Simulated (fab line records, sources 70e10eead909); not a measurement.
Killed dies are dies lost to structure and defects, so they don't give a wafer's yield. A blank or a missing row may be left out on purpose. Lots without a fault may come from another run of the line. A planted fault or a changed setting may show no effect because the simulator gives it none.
fab line records | flow nand_harc
record lots=14 wafers=42 last_day=33
route steps=1302 shown A_STAIRCASE@872 A_SGD_CUT@898
lots that met no fault: from a run of the same line without faults
start_h: hours from the record's first day to the start of the lot's first wafer shown | wait_h: hours since the lot's step before | " the same as in the row above | L1.1+2: a row that stands for several wafers | - no value, or no start given | * or withheld: withheld | < > ~ a bound
route shown NAME@n: a module of which the file shows steps, and the number in the route of the first | usual: mean/standard deviation of fault-free wafers | same: alike in all rows | chamber/n: place in a boat | sites: the reading at each site | _std_site: their standard deviation | _edge_site: outer sites' mean less inner sites' | radius_mm: how far each site lies from the wafer's centre | mask NAME#n: copy n | behind: the tool/chamber that last shaped the wafer | hold: why the lot was held/for how many hours/how that ended | device: the transistor (n, p or np) that didn't switch | end of line: the same wafers' tests at the end of the route | a step without rows: its recipe alone | killed: dies lost to structure and defects at the first sort, not the wafer's yield | map: a wafer's dies, x killed, . not, _ none there
set.NAME: the setting as run; set.NAME@STEP: as run at that earlier step | model.NAME: the simulator's own value behind a step, which no gauge read
steps of the route over a sample of lots; a table a step, a row a wafer
services: from which hour (start_h, from the record's first day; less than 0 if before it) a tool's chamber was out of use, for how many hours, and why
## steps
# step NHARC_A_STAIRCASE_STRIP_446
# recipe power_w=1500 temp_c=250 chemistry=O2
# usual drypump_motor_current_A=5.8/0.47 heater_power_w=303/33
# columns lot.wafer tool chamber start_h wait_h drypump_motor_current_A heater_power_w rf_hours_counter_h
L205.2 plasma_asher-02 0 442.86 0.0 5.9 258 1
L205.1 " 1 " " 6.2 328 1
L205.6 " 1 " " 6.2 333 -
L207.2 plasma_asher-01 0 448.05 0.0 4.8 332 19
L207.1 " 1 " " 5.9 327 19
L207.5 " 0 " " 4.8 328 -
L208.2 plasma_asher-02 0 449.20 0.1 5.9 253 3
L208.4 " 1 " " 6.2 331 -
L208.6 " 1 " " 6.2 325 -
L209.2 plasma_asher-02 1 473.86 0.0 6.2 327 9
L209.3 " 1 " " 6.2 327 -
L209.6 " 1 " " 6.2 330 -
L210.1 plasma_asher-01 0 474.57 0.0 4.8 331 25
L210.2 " 1 " " 5.9 336 25
L210.5 " 0 " " 4.8 336 -
L212.1 plasma_asher-02 0 489.93 0.0 5.9 256 11
L212.3 " 1 " " 6.2 318 -
L212.6 " 0 " " 5.9 258 -
L214.1 plasma_asher-01 0 532.21 0.3 4.8 336 1
L214.2 " 1 " " 5.9 341 1
L214.5 " 1 " " 5.9 337 -
L216.3 plasma_asher-01 0 534.90 0.1 4.8 325 -
L216.6 " 0 " " 4.8 324 -
L216.5 " 1 " " 5.8 328 -
L220.1 plasma_asher-01 1 574.29 0.1 5.8 327 9
L220.3 " 0 " " 4.8 319 -
L220.4 " 1 " " 5.9 338 -
L224.2 plasma_asher-02 0 619.28 0.1 5.9 264 0
L224.3 " 1 " " 6.2 310 -
L224.5 " 1 " " 6.2 309 -
L223.1 plasma_asher-01 1 619.29 0.1 5.8 329 18
L223.5 " 0 " " 4.8 328 -
L223.6 " 1 " " 5.9 335 -
L226.1 plasma_asher-02 1 646.93 0.1 6.2 312 6
L226.4 " 1 " " 6.2 309 -
L226.5 " 1 " " 6.2 309 -
L227.1 plasma_asher-02 0 653.28 0.0 5.9 258 8
L227.4 " 0 " " 5.9 263 -
L227.3 " 1 " " 6.2 317 -
L228.2 plasma_asher-02 0 665.99 0.1 5.9 268 10
L228.4 " 1 " " 6.2 314 -
L228.5 " 0 " " 5.9 258 -
# step NHARC_A_STAIRCASE_CMP_450
# recipe target_thk_nm=200 material=SiO2
# usual motor_current_A=12.2/1.2
# columns lot.wafer tool chamber start_h wait_h motor_current_A
L205.2 cmp-02 3 443.68 - 10.1
L205.1 " 0 " " 14.6
L205.6 " 2 " " 12.3
L207.1 cmp-03 2 448.84 - 12.2
L207.2 " 3 " " 12.7
L207.5 " 3 " " 13.6
L208.2 cmp-03 1 449.95 - 10.0
L208.4 " 3 " " 12.7
L208.6 " 2 " " 12.2
L209.3 cmp-02 3 474.68 - 9.7
L209.2 " 0 " " 13.5
L209.6 " 2 " " 13.3
L210.2 cmp-01 2 475.38 - 12.1
L210.1 " 3 " " 10.2
L210.5 " 1 " " 12.2
L212.3 cmp-02 1 490.73 - 12.3
L212.1 " 0 " " 12.8
L212.6 " 1 " " 12.5
L214.2 cmp-01 2 533.01 - 11.9
L214.1 " 1 " " 12.7
L214.5 " 3 " " 10.4
L216.3 cmp-02 3 535.63 - 10.1
L216.5 " 1 " " 12.8
L216.6 " 2 " " 12.9
L220.4 cmp-02 0 575.04 - 13.4
L220.3 " 1 " " 12.3
L220.1 " 3 " " 10.5
L224.3 cmp-03 2 620.06 - 11.8
L224.2 " 3 " " 13.1
L224.5 " 2 " " 12.2
L223.1 cmp-02 0 620.08 - 13.0
L223.6 " 1 " " 12.7
L223.5 " 2 " " 13.4
L226.1 cmp-02 3 647.71 - 10.6
L226.4 " 0 " " 13.2
L226.5 " 2 " " 12.6
L227.3 cmp-02 2 654.10 - 12.7
L227.1 " 3 " " 10.5
L227.4 " 0 " " 13.8
L228.4 cmp-01 1 666.77 - 13.1
L228.2 " 2 " " 12.2
L228.5 " 0 " " 13.0
# step NHARC_A_STAIRCASE_CMP_152
# usual motor_current_A=12.1/1.2
# columns lot.wafer tool chamber start_h wait_h motor_current_A
L205.2 cmp-02 3 443.75 0.1 10.2
L205.1 " 0 " " 13.2
L205.6 " 2 " " 12.9
L207.1 cmp-03 2 448.92 0.1 12.1
L207.2 " 3 " " 13.2
L207.5 " 3 " " 12.6
L208.2 cmp-03 1 450.02 0.1 9.6
L208.4 " 3 " " 13.3
L208.6 " 2 " " 12.3
L209.3 cmp-02 3 474.76 0.1 10.2
L209.2 " 0 " " 13.7
L209.6 " 2 " " 13.2
L210.2 cmp-01 2 475.45 0.1 11.9
L210.1 " 3 " " 10.4
L210.5 " 1 " " 11.7
L212.3 cmp-02 1 490.80 0.1 12.3
L212.1 " 0 " " 13.0
L212.6 " 1 " " 12.2
L214.2 cmp-01 2 533.08 0.1 12.3
L214.1 " 1 " " 12.3
L214.5 " 3 " " 10.5
L216.3 cmp-02 3 535.71 0.1 10.2
L216.5 " 1 " " 12.6
L216.6 " 2 " " 12.7
L220.4 cmp-02 0 575.11 0.1 13.9
L220.3 " 1 " " 13.0
L220.1 " 3 " " 10.3
L224.3 cmp-03 2 620.13 0.1 11.9
L224.2 " 3 " " 13.8
L224.5 " 2 " " 12.0
L223.1 cmp-02 0 620.15 0.1 13.2
L223.6 " 1 " " 12.8
L223.5 " 2 " " 12.8
L226.1 cmp-02 3 647.78 0.1 10.4
L226.4 " 0 " " 13.6
L226.5 " 2 " " 12.6
L227.3 cmp-02 2 654.17 0.1 12.5
L227.1 " 3 " " 10.7
L227.4 " 0 " " 12.7
L228.4 cmp-01 1 666.85 0.1 12.2
L228.2 " 2 " " 11.4
L228.5 " 0 " " 13.8
# step NHARC_A_SGD_CUT_EXPOSE_06
# recipe na=1.35 dose_mj=85.59 mask_id=SGD
# usual exposure_dose_mJ_cm2=85.57/0.087 focus_offset_nm=0.0/0.64 reticle_temp_C=23.00/0.11
# columns lot.wafer tool chamber start_h wait_h mask exposure_dose_mJ_cm2 focus_offset_nm reticle_temp_C
L205.1 arfi_scanner-01 0 446.46 - SGD#0 85.69 -0.8 22.97
L205.2 " 0 " " SGD#0 85.56 -0.3 22.83
L205.6 " 0 " " SGD#0 85.60 -0.4 22.88
L207.1 arfi_scanner-02 0 451.31 - SGD#0 85.45 -0.4 23.10
L207.2 " 0 " " SGD#0 85.58 -0.9 23.27
L207.5 " 0 " " SGD#0 85.52 -0.7 23.14
L208.2 arfi_scanner-03 0 452.45 - SGD#0 85.56 -0.5 23.05
L208.4 " 0 " " SGD#0 85.58 0.3 22.97
L208.6 " 0 " " SGD#0 85.54 0.0 22.95
L209.2 arfi_scanner-01 0 477.10 - SGD#0 85.61 1.5 23.13
L209.3 " 0 " " SGD#0 85.70 0.7 23.08
L209.6 " 0 " " SGD#0 85.74 0.9 23.04
L210.1 arfi_scanner-03 0 477.84 - SGD#0 85.62 0.8 22.94
L210.2 " 0 " " SGD#0 85.52 0.8 23.11
L210.5 " 0 " " SGD#0 85.61 0.3 22.97
L212.1 arfi_scanner-01 0 493.26 - SGD#0 85.69 -0.1 23.06
L212.3 " 0 " " SGD#0 85.65 -1.0 23.17
L212.6 " 0 " " SGD#0 85.71 0.5 23.00
L214.1 arfi_scanner-02 - 535.44 - SGD#0 - - -
L214.2 " - " " SGD#0 - - -
L214.5 " - " " SGD#0 - - -
L216.3 arfi_scanner-03 - 538.14 - SGD#0 - - -
L216.5 " - " " SGD#0 - - -
L216.6 " - " " SGD#0 - - -
L220.1 arfi_scanner-02 0 577.48 - SGD#0 85.62 0.4 22.93
L220.3 " 0 " " SGD#0 85.61 -0.9 23.26
L220.4 " 0 " " SGD#0 85.51 -0.6 22.99
L224.2 arfi_scanner-03 0 622.36 - SGD#0 85.58 0.8 22.95
L224.3 " 0 " " SGD#0 85.48 0.1 22.89
L224.5 " 0 " " SGD#0 85.53 0.8 22.71
L223.1 arfi_scanner-02 0 622.53 - SGD#0 85.54 0.4 22.97
L223.5 " 0 " " SGD#0 85.61 0.5 22.89
L223.6 " 0 " " SGD#0 85.51 0.2 22.91
L226.1 arfi_scanner-03 0 650.53 - SGD#0 85.60 -0.4 23.03
L226.4 " 0 " " SGD#0 85.60 -0.6 23.07
L226.5 " 0 " " SGD#0 85.66 -1.4 22.89
L227.1 arfi_scanner-01 0 656.52 - SGD#0 85.45 -0.3 23.04
L227.3 " 0 " " SGD#0 85.39 -0.9 23.07
L227.4 " 0 " " SGD#0 85.49 -0.6 23.07
L228.2 arfi_scanner-03 0 669.19 - SGD#0 85.63 -1.0 22.99
L228.4 " 0 " " SGD#0 85.59 -1.1 22.97
L228.5 " 0 " " SGD#0 85.69 -0.8 23.29
## services
# columns tool chamber start_h hours kind
plasma_asher-02 - 428.32 9.0 pm
cmp-02 - 428.65 4.0 pm
cmp-03 - 430.86 0.6 repair
cmp-01 - 432.33 1.1 repair
cmp-02 - 436.43 0.5 repair
cmp-02 - 452.94 1.7 repair
arfi_scanner-03 - 473.32 0.9 repair
cmp-01 - 482.32 4.0 pm
cmp-01 - 492.83 0.8 repair
cmp-03 - 495.54 4.0 pm
plasma_asher-02 - 509.17 0.6 repair
plasma_asher-01 - 519.00 9.0 pm
cmp-03 - 521.84 0.3 repair
cmp-02 - 526.65 4.0 pm
arfi_scanner-03 - 540.00 4.0 pm
cmp-01 - 558.34 4.3 repair
cmp-01 - 580.32 4.0 pm
cmp-03 - 593.61 4.0 pm
cmp-02 - 598.75 1.3 repair
cmp-01 - 604.33 1.1 repair
cmp-02 - 605.18 6.7 repair
plasma_asher-02 - 605.32 9.0 pm
cmp-02 - 624.65 4.0 pm
cmp-02 - 631.01 2.0 repair
## key
first_sign step=NHARC_A_SGD_CUT_EXPOSE_06 reading=tool_record direction=missing
effect none on later readings
met_at NHARC_A_SGD_CUT_EXPOSE_06
struck_lots L214,L216
later_rows_left_out L214.1,L214.2,L214.5,L216.3,L216.5,L216.6
sort_left_out L214.1,L214.2,L214.5,L216.3,L216.5,L216.6
tester_left_out L214,L216
not_acting_at NHARC_A_STAIRCASE_STRIP_446,NHARC_A_STAIRCASE_CMP_450,NHARC_A_STAIRCASE_CMP_152
onset_between 477.84 535.44
fault kind=skipped_step_whole tool=arfi_scanner-02,arfi_scanner-03 chamber=- onset_h=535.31 steps=NHARC_A_SGD_CUT_EXPOSE_06 scope=struck_lots_only
# tester_left_out: of these lots the tester's yield and bins aren't shown, on N5 and GAA mostly nor the transistor test; their killed dies are dies lost to structure and defects alone, not to doping, threshold or leakage, so they don't give the yield
# sort_left_out: the simulated sort isn't trusted on such a fault, so these wafers' sort isn't shown, and their yield isn't known
# later_rows_left_out: the simulator's readings of these wafers behind a module that went badly wrong aren't trusted and aren't shown, but for the sort
